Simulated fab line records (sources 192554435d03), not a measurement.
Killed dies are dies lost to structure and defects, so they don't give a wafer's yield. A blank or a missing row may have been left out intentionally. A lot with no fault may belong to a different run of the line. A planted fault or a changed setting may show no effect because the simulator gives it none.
fab line records + flow n5Finfet
record
- lots=12
- wafers=36
- lastDay=16
route steps=1938 shown BEOL_M5@1189 BEOL_M6@1196 PASSIVATION@1936
lots with no fault: from the same line, run without faults
startH: the number of hours between the record's first day and the start of the first shown wafer of the lot + waitH: how many hours have passed since the lot's step before this one + " identical to the entry in the row above + L1.1+2: one row covering several wafers at once + - either no value or no given start + * or withheld: withheld + < > ~ a bound
route shown NAME@n: NAME is a module with steps in the file, n the number in the route of the first one + usual: mean/standard deviation of fault-free wafers + same: alike in all rows + chamber/n: place in a boat + sites: the reading at each site + _std_site: their standard deviation + _edge_site: inner sites' mean taken away from outer sites' mean + radiusMm: how far each site lies from the wafer's centre + mask NAME#n: copy n + behind: the last tool/chamber to shape the wafer + hold: what put the lot on hold/how long, in hours/how the hold closed + device: whichever transistor did not switch (one of n, p or np) + end of line: the same wafers' tests at the end of the route + where a step has no rows: the recipe by itself + killed: the dies lost at the first sort to structure and to defects; this is not the yield of the wafer + map: a wafer's dies, x killed, . not, _ none there
set.NAME: the setting that was run; set.NAME@STEP: the one run at that earlier step + model.NAME: the simulator's own value behind a step, which no gauge read
route steps across a sampled set of lots; one table per step, one row per wafer
services: from which hour (startH, from the record's first day; less than 0 if before it) a tool's chamber was out of use, for how many hours, and why
## steps
# step N5_BEOL_M5_CO_CAP_78
# recipe
- material=Co
- targetThkA=20
- tempC=200
- precursor=CCTBA/H2
- pressureTorr=30
- timeS=102.1
# usual
- heaterPowerW=235/11
| lot.wafer | tool     | chamber | startH | waitH | heaterPowerW |
|-----------|----------|---------|--------|-------|--------------|
| L512.2    | cvdCo-01 | 1       | 182.44 | 0.0   | 238          |
| L512.5    | "        | 1       | "      | "     | 235          |
| L512.6    | "        | 2       | "      | "     | 238          |
| L513.1    | cvdCo-01 | 2       | 199.23 | 0.0   | 231          |
| L513.4    | "        | 0       | "      | "     | 249          |
| L513.6    | "        | 1       | "      | "     | 239          |
| L514.3    | cvdCo-02 | 1       | 217.62 | 0.0   | 216          |
| L514.5    | "        | 1       | "      | "     | 224          |
| L514.6    | "        | 2       | "      | "     | 246          |
| L515.1    | cvdCo-01 | 2       | 220.99 | 0.0   | 230          |
| L515.2    | "        | 0       | "      | "     | 249          |
| L515.5    | "        | 2       | "      | "     | 235          |
| L516.3    | cvdCo-02 | 1       | 222.17 | 0.0   | 215          |
| L516.4    | "        | 2       | "      | "     | 253          |
| L516.6    | "        | 0       | "      | "     | 229          |
| L519.2    | cvdCo-01 | 1       | 225.66 | 0.0   | 241          |
| L519.3    | "        | 0       | "      | "     | 252          |
| L519.6    | "        | 0       | "      | "     | 250          |
| L520.2    | cvdCo-01 | 1       | 228.65 | 0.0   | 242          |
| L520.5    | "        | 1       | "      | "     | 245          |
| L520.6    | "        | 0       | "      | "     | 250          |
| L518.1    | cvdCo-01 | 0       | 235.65 | 0.0   | 248          |
| L518.5    | "        | 2       | "      | "     | 234          |
| L518.6    | "        | 1       | "      | "     | 236          |
| L521.1    | cvdCo-02 | 1       | 250.83 | 0.0   | 215          |
| L521.3    | "        | 2       | "      | "     | 242          |
| L521.4    | "        | 1       | "      | "     | 214          |
| L522.1    | cvdCo-02 | 0       | 255.14 | 0.0   | 227          |
| L522.4    | "        | 2       | "      | "     | 249          |
| L522.6    | "        | 1       | "      | "     | 217          |
| L524.1    | cvdCo-02 | 1       | 274.77 | 0.0   | 216          |
| L524.4    | "        | 1       | "      | "     | 218          |
| L524.5    | "        | 0       | "      | "     | 222          |
| L527.1    | cvdCo-01 | 2       | 293.02 | 0.0   | 227          |
| L527.2    | "        | 0       | "      | "     | 248          |
| L527.5    | "        | 0       | "      | "     | 243          |
# step N5_BEOL_M5_RS_MEAS_57
# recipe
- thkMeasGauge=four-point-probe
- reads=Co_of_BEOL_M5_CO_CAP_78+Cu_of_BEOL_M5_ECD_50+Co_of_BEOL_M5_CVD_47+TaN_of_BEOL_M5_ALD_86
# usual
- M5_RS=0.388/0.013
| lot.wafer | tool         | chamber | startH | waitH | M5_RS[ohm/sq] |
|-----------|--------------|---------|--------|-------|---------------|
| L512.2    | filmMetro-01 | -       | 182.63 | 0.1   | 0.402         |
| L512.5    | "            | -       | "      | "     | 0.407         |
| L512.6    | "            | -       | "      | "     | 0.384         |
| L513.1    | filmMetro-01 | -       | 199.45 | 0.1   | 0.392         |
| L513.4    | "            | -       | "      | "     | 0.389         |
| L513.6    | "            | -       | "      | "     | 0.401         |
| L514.3    | filmMetro-02 | -       | 217.81 | 0.1   | 0.406         |
| L514.5    | "            | -       | "      | "     | 0.407         |
| L514.6    | "            | -       | "      | "     | 0.404         |
| L515.1    | filmMetro-02 | -       | 221.17 | 0.0   | 0.386         |
| L515.2    | "            | -       | "      | "     | 0.383         |
| L515.5    | "            | -       | "      | "     | 0.391         |
| L516.3    | filmMetro-01 | -       | 222.35 | 0.1   | 0.393         |
| L516.4    | "            | -       | "      | "     | 0.380         |
| L516.6    | "            | -       | "      | "     | 0.382         |
| L519.2    | filmMetro-01 | -       | 225.84 | 0.1   | 0.401         |
| L519.3    | "            | -       | "      | "     | 0.391         |
| L519.6    | "            | -       | "      | "     | 0.385         |
| L520.2    | filmMetro-01 | -       | 228.83 | 0.1   | 0.388         |
| L520.5    | "            | -       | "      | "     | 0.369         |
| L520.6    | "            | -       | "      | "     | 0.381         |
| L518.1    | filmMetro-02 | -       | 235.83 | 0.0   | 0.385         |
| L518.5    | "            | -       | "      | "     | 0.371         |
| L518.6    | "            | -       | "      | "     | 0.383         |
| L521.1    | filmMetro-01 | -       | 251.05 | 0.1   | 0.379         |
| L521.3    | "            | -       | "      | "     | 0.392         |
| L521.4    | "            | -       | "      | "     | 0.385         |
| L522.1    | filmMetro-01 | -       | 255.33 | 0.0   | 0.382         |
| L522.4    | "            | -       | "      | "     | 0.361         |
| L522.6    | "            | -       | "      | "     | 0.378         |
| L524.1    | filmMetro-02 | -       | 274.95 | 0.0   | 0.393         |
| L524.4    | "            | -       | "      | "     | 0.377         |
| L524.5    | "            | -       | "      | "     | 0.365         |
| L527.1    | filmMetro-02 | -       | 293.21 | 0.0   | 0.386         |
| L527.2    | "            | -       | "      | "     | 0.393         |
| L527.5    | "            | -       | "      | "     | 0.383         |
# step N5_BEOL_M6_THK_MEAS_01
# recipe
- reads=SiCOH_lowk_of_BEOL_M6_ILD_DEP_00
# usual
- M6_ILD_THK=154.6/2.2
| lot.wafer | tool         | chamber | startH | waitH | M6_ILD_THK[nm] |
|-----------|--------------|---------|--------|-------|----------------|
| L512.2    | filmMetro-01 | -       | 183.29 | 0.4   | 155.1          |
| L512.5    | "            | -       | "      | "     | 156.3          |
| L512.6    | "            | -       | "      | "     | 157.9          |
| L513.1    | filmMetro-01 | -       | 200.09 | 0.4   | 152.7          |
| L513.4    | "            | -       | "      | "     | 155.3          |
| L513.6    | "            | -       | "      | "     | 157.9          |
| L514.3    | filmMetro-01 | -       | 219.08 | 0.5   | 154.6          |
| L514.5    | "            | -       | "      | "     | 153.5          |
| L514.6    | "            | -       | "      | "     | 154.9          |
| L515.1    | filmMetro-01 | -       | 221.83 | 0.4   | 150.0          |
| L515.2    | "            | -       | "      | "     | 153.9          |
| L515.5    | "            | -       | "      | "     | 153.0          |
| L516.3    | filmMetro-01 | -       | 223.00 | 0.3   | 156.8          |
| L516.4    | "            | -       | "      | "     | 157.6          |
| L516.6    | "            | -       | "      | "     | 154.3          |
| L519.2    | filmMetro-02 | -       | 226.50 | 0.4   | 152.9          |
| L519.3    | "            | -       | "      | "     | 154.2          |
| L519.6    | "            | -       | "      | "     | 154.9          |
| L520.2    | filmMetro-02 | -       | 229.47 | 0.4   | 155.6          |
| L520.5    | "            | -       | "      | "     | 156.7          |
| L520.6    | "            | -       | "      | "     | 156.8          |
| L518.1    | filmMetro-01 | -       | 236.48 | 0.4   | 149.7          |
| L518.5    | "            | -       | "      | "     | 153.3          |
| L518.6    | "            | -       | "      | "     | 154.1          |
| L521.1    | filmMetro-02 | -       | 251.68 | 0.4   | 153.3          |
| L521.3    | "            | -       | "      | "     | 152.5          |
| L521.4    | "            | -       | "      | "     | 152.4          |
| L522.1    | filmMetro-01 | -       | 255.97 | 0.4   | 151.3          |
| L522.4    | "            | -       | "      | "     | 157.4          |
| L522.6    | "            | -       | "      | "     | 154.9          |
| L524.1    | filmMetro-02 | -       | 276.07 | 0.8   | 151.3          |
| L524.4    | "            | -       | "      | "     | 155.1          |
| L524.5    | "            | -       | "      | "     | 153.5          |
| L527.1    | filmMetro-01 | -       | 293.85 | 0.4   | 153.6          |
| L527.2    | "            | -       | "      | "     | 155.6          |
| L527.5    | "            | -       | "      | "     | 156.5          |
# step N5_BEOL_M6_PECVD_70
# recipe
- material=SiO2
- targetThkA=200
- tempC=400
- precursor=TEOS/O2
- pressureTorr=5.5
- rfW=450
- teosFlowSccm=53.8
- gas=O2
- flowSccm=3000
- timeS=22.7
# usual
- heaterPowerW=717/96
- showerheadPlenumPTorr=8.78/0.036
- susceptorTempC=400.01/0.22
- throttleValvePct=21.8/0.78
| lot.wafer | tool     | chamber | startH | waitH | heaterPowerW | showerheadPlenumPTorr | susceptorTempC | throttleValvePct |
|-----------|----------|---------|--------|-------|--------------|-----------------------|----------------|------------------|
| L512.2    | pecvd-02 | 1       | 183.32 | 0.0   | 685          | 8.79                  | 399.38         | 21.2             |
| L512.5    | "        | 2       | "      | "     | 796          | 8.78                  | 400.23         | 21.3             |
| L512.6    | "        | 1       | "      | "     | 668          | 8.80                  | 400.08         | 20.9             |
| L513.1    | pecvd-02 | 1       | 200.12 | 0.0   | 750          | 8.81                  | 399.78         | 21.3             |
| L513.4    | "        | 0       | "      | "     | 636          | 8.79                  | 400.02         | 21.7             |
| L513.6    | "        | 1       | "      | "     | 737          | 8.83                  | 399.59         | 21.3             |
| L514.3    | pecvd-02 | 1       | 219.12 | 0.0   | 749          | 8.78                  | 399.92         | 20.8             |
| L514.5    | "        | 1       | "      | "     | 755          | 8.79                  | 400.19         | 21.3             |
| L514.6    | "        | 2       | "      | "     | 860          | 8.78                  | 399.89         | 21.5             |
| L515.1    | pecvd-04 | 0       | 221.87 | 0.0   | 909          | 8.77                  | 400.12         | 21.5             |
| L515.2    | "        | 1       | "      | "     | 584          | 8.80                  | 399.80         | 21.9             |
| L515.5    | "        | 1       | "      | "     | 587          | 8.77                  | 399.85         | 21.8             |
| L516.3    | pecvd-03 | 2       | 223.03 | 0.0   | 610          | 8.88                  | 400.03         | 22.6             |
| L516.4    | "        | 0       | "      | "     | 716          | 8.76                  | 400.09         | 21.5             |
| L516.6    | "        | 1       | "      | "     | 650          | 8.72                  | 399.90         | 23.7             |
| L519.2    | pecvd-03 | 2       | 226.54 | 0.0   | 649          | 8.90                  | 400.18         | 22.7             |
| L519.3    | "        | 0       | "      | "     | 666          | 8.75                  | 399.80         | 21.4             |
| L519.6    | "        | 0       | "      | "     | 685          | 8.75                  | 399.93         | 21.4             |
| L520.2    | pecvd-04 | 1       | 229.51 | 0.0   | 634          | 8.78                  | 400.00         | 21.9             |
| L520.5    | "        | 1       | "      | "     | 658          | 8.80                  | 399.93         | 22.1             |
| L520.6    | "        | 0       | "      | "     | 802          | 8.77                  | 400.07         | 21.3             |
| L518.1    | pecvd-02 | 0       | 236.51 | 0.0   | 710          | 8.76                  | 400.10         | 21.9             |
| L518.5    | "        | 1       | "      | "     | 767          | 8.78                  | 400.47         | 21.3             |
| L518.6    | "        | 0       | "      | "     | 571          | 8.78                  | 400.20         | 21.8             |
| L521.1    | pecvd-02 | 2       | 251.72 | 0.0   | 704          | 8.79                  | 399.69         | 21.5             |
| L521.3    | "        | 1       | "      | "     | 681          | 8.80                  | 399.72         | 21.0             |
| L521.4    | "        | 0       | "      | "     | 661          | 8.79                  | 399.68         | 22.1             |
| L522.1    | pecvd-02 | 0       | 256.00 | 0.0   | 718          | 8.78                  | 400.01         | 21.8             |
| L522.4    | "        | 0       | "      | "     | 700          | 8.79                  | 399.99         | 22.0             |
| L522.6    | "        | 2       | "      | "     | 773          | 8.76                  | 399.90         | 21.7             |
| L524.1    | pecvd-04 | 0       | 276.11 | 0.0   | 816          | 8.76                  | 400.40         | 21.4             |
| L524.4    | "        | 1       | "      | "     | 679          | 8.79                  | 400.04         | 22.0             |
| L524.5    | "        | 2       | "      | "     | 702          | 8.78                  | 400.06         | 20.3             |
| L527.1    | pecvd-02 | 2       | 293.88 | 0.0   | 885          | 8.77                  | 405.02         | 21.8             |
| L527.2    | "        | 1       | "      | "     | 689          | 8.82                  | 399.91         | 21.3             |
| L527.5    | "        | 2       | "      | "     | 911          | 8.79                  | 405.28         | 21.8             |
# step N5_PASSIVATION_PROBE_49
# usual
- defectLimitedYield=90.9/1.4
- killed_at_M0_to_M3=37/12
- killed_at_M4_up=14/5.3
- killedAtContacts=12/6.2
- killedAtFrontEnd=41/11
- killedAtOther=3.7/2.9
- killedDies=107/17
- killedOnRim=14/4.4
- killedOpen=71/12
- killedShort=34/7.9
- sort_bin_5_function=5.3/0.95
- sort_bin_6_memory=3.4/0.7
- sort_bin_8_speed=0.00/0.0099
- sortNPass=1073/17
- sortYieldPct=90.9/1.5
# same
- grossDies=1180
- killedAtBackSide=0
- sort_bin_4_leakage[%]=0
| lot.wafer | tool      | chamber | startH | waitH | defectLimitedYield[%] | killed_at_M0_to_M3 | killed_at_M4_up | killedAtContacts | killedAtFrontEnd | killedAtOther | killedDies | killedOnRim | killedOpen | killedShort | sort_bin_5_function[%] | sort_bin_6_memory[%] | sort_bin_8_speed[%] | sortNPass | sortYieldPct[%] |
|-----------|-----------|---------|--------|-------|-----------------------|--------------------|-----------------|------------------|------------------|---------------|------------|-------------|------------|-------------|------------------------|----------------------|---------------------|-----------|-----------------|
| L514.3    | prober-01 | -       | 320.89 | 0.1   | 89.8                  | 39                 | 9               | 7                | 62               | 3             | 120        | 21          | 72         | 46          | 5.8                    | 3.7                  | 0                   | 1060      | 89.8            |
| L514.5    | prober-01 | -       | 320.99 | 0.2   | 90.2                  | 33                 | 10              | 12               | 54               | 7             | 116        | 12          | 84         | 29          | 6.2                    | 3.6                  | 0                   | 1064      | 90.2            |
| L514.6    | prober-01 | -       | 321.04 | 0.3   | 90.2                  | 22                 | 12              | 13               | 63               | 6             | 116        | 13          | 80         | 35          | 5.1                    | 4.3                  | 0                   | 1064      | 90.2            |
| L522.1    | prober-02 | -       | 352.81 | 0.0   | 88.5                  | 52                 | 5               | 25               | 49               | 5             | 136        | 18          | 82         | 49          | 7.7                    | 3.4                  | 0                   | 1044      | 88.5            |
| L522.4    | prober-02 | -       | 352.96 | 0.2   | 90.6                  | 43                 | 17              | 17               | 32               | 2             | 111        | 7           | 73         | 37          | 5.6                    | 3.6                  | 0                   | 1069      | 90.6            |
| L522.6    | prober-02 | -       | 353.06 | 0.3   | 92.6                  | 29                 | 17              | 7                | 29               | 5             | 87         | 13          | 59         | 25          | 4.8                    | 2.3                  | 0                   | 1093      | 92.6            |
| L524.1    | prober-01 | -       | 369.45 | 0.4   | 89.9                  | 18                 | 18              | 9                | 68               | 6             | 119        | 20          | 78         | 36          | 6.4                    | 3.2                  | 0.08                | 1061      | 89.9            |
| L524.4    | prober-01 | -       | 369.60 | 0.6   | 92.3                  | 29                 | 12              | 3                | 39               | 8             | 91         | 11          | 63         | 26          | 4.1                    | 3.5                  | 0                   | 1089      | 92.3            |
| L524.5    | prober-01 | -       | 369.65 | 0.6   | 93.2                  | 26                 | 20              | 4                | 28               | 2             | 80         | 11          | 60         | 16          | 3.3                    | 3.0                  | 0                   | 1100      | 93.2            |
# killed by level:class
L514.3 FIN_SAQP:geometricParticle:short=19 FIN_SAQP:geometricParticle:open=15 STI_FIN_REVEAL:geometricParticle:open=13 BEOL_M0_SAQP:geometricParticle:short=9 BEOL_M3:geometricParticle:open=8 BEOL_M1:geometricParticle:open=6 MOL_CONTACT_COAG:geometricParticle:open=5 BEOL_M0_SAQP:geometricParticle:open=5
L514.5 STI_FIN_REVEAL:geometricParticle:open=20 FIN_SAQP:geometricParticle:open=11 FIN_SAQP:geometricParticle:short=9 MOL_CONTACT_COAG:geometricParticle:open=9 BEOL_M0_SAQP:geometricParticle:open=7 BEOL_M3:geometricParticle:open=7 STARTING-WAFER:geometricParticle:open=6 BEOL_M0_SAQP:geometricParticle:short=5
L514.6 FIN_SAQP:geometricParticle:open=31 FIN_SAQP:geometricParticle:short=19 MOL_CONTACT_COAG:geometricParticle:open=13 BEOL_M4:geometricParticle:open=7 BEOL_M0_SAQP:geometricParticle:short=5 BEOL_M0_SAQP:geometricParticle:open=5 DUMMY_GATE:geometricParticle:open=4 BEOL_M1:geometricParticle:open=4
L522.1 MOL_CONTACT_COAG:geometricParticle:open=20 FIN_SAQP:geometricParticle:short=13 BEOL_M0_SAQP:geometricParticle:open=13 BEOL_M0_SAQP:geometricParticle:short=11 BEOL_M3:geometricParticle:open=11 BEOL_M2:geometricParticle:open=10 GATE_CUT:geometricParticle:short=9 FIN_SAQP:geometricParticle:open=6
L522.4 MOL_CONTACT_COAG:geometricParticle:open=14 BEOL_M0_SAQP:geometricParticle:short=13 BEOL_M2:geometricParticle:open=8 BEOL_M3:geometricParticle:open=8 FIN_SAQP:geometricParticle:open=7 BEOL_M0_SAQP:geometricParticle:open=7 BEOL_M4:geometricParticle:open=6 STARTING-WAFER:geometricParticle:short=5
L522.6 BEOL_M0_SAQP:geometricParticle:open=8 FIN_SAQP:geometricParticle:open=6 BEOL_M0_SAQP:geometricParticle:short=6 BEOL_M2:geometricParticle:open=5 DUMMY_GATE:geometricParticle:open=4 MOL_CONTACT_COAG:geometricParticle:open=4 BEOL_M4:geometricParticle:open=4 BEOL_M5:geometricParticle:open=4
L524.1 STI_FIN_REVEAL:geometricParticle:open=14 FIN_SAQP:geometricParticle:short=13 FIN_SAQP:geometricParticle:open=8 DUMMY_GATE:geometricParticle:open=8 STARTING-WAFER:geometricParticle:open=8 BEOL_M4:geometricParticle:open=5 MOL_CONTACT_COAG:geometricParticle:open=5 BEOL_M1:geometricParticle:open=5
L524.4 BEOL_M2:geometricParticle:open=16 FIN_SAQP:geometricParticle:open=11 STI_FIN_REVEAL:geometricParticle:open=6 ILD0:geometricParticle:open=6 BEOL_M4:geometricParticle:open=6 BEOL_M1:geometricParticle:open=5 FIN_SAQP:geometricParticle:short=4 BEOL_M0_SAQP:geometricParticle:short=4
L524.5 BEOL_M4:geometricParticle:open=12 FIN_SAQP:geometricParticle:open=9 STI_FIN_REVEAL:geometricParticle:open=7 BEOL_M2:geometricParticle:open=7 BEOL_M3:geometricParticle:open=5 MOL_CONTACT_COAG:geometricParticle:open=4 BEOL_M0_SAQP:geometricParticle:open=3 BEOL_M1:geometricParticle:open=3
## services
| tool     | chamber | startH | hours | kind                         |
|----------|---------|--------|-------|------------------------------|
| pecvd-04 | 0       | 166.05 | -     | clean                        |
| pecvd-04 | 0       | 166.05 | 29.5  | scheduledDown                |
| pecvd-04 | 0       | 166.05 | 29.5  | ventCycle                    |
| pecvd-02 | 0       | 181.80 | 2.1   | scheduledDown                |
| pecvd-03 | 0       | 186.08 | 5.0   | scheduledDown                |
| pecvd-02 | 1       | 197.56 | 2.1   | scheduledDown                |
| pecvd-04 | 2       | 202.38 | -     | clean                        |
| pecvd-04 | 2       | 202.38 | -     | consumableReplace:showerhead |
| pecvd-04 | 2       | 202.38 | 29.0  | scheduledDown                |
| pecvd-04 | 2       | 202.38 | 29.0  | ventCycle                    |
| pecvd-03 | 0       | 227.38 | 25.5  | repair                       |
| pecvd-02 | -       | 265.94 | 6.0   | pm                           |
| pecvd-02 | -       | 289.68 | 2.4   | repair                       |
| pecvd-03 | 0       | 292.95 | 5.5   | scheduledDown                |
## key
firstSign
- step=N5_BEOL_M6_PECVD_70
- reading=susceptorTempC
- direction=up
- sigmas=23
- usual=*
- struck=*
effect none on later readings
metAt N5_BEOL_M6_PECVD_70
struckLots L527
struckWafers L527.1,L527.5
notActingAt N5_BEOL_M5_CO_CAP_78,N5_BEOL_M5_RS_MEAS_57,N5_BEOL_M6_THK_MEAS_01
onsetBetween 256.00 293.88
fault
- kind=processParameterDrift
- tool=pecvd-02
- chamber=2
- onsetH=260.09
- steps=N5_BEOL_M6_PECVD_70
- channel=tempC
- offset=*
- shape=step
- endH=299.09
- actsIn=*
- stated=*
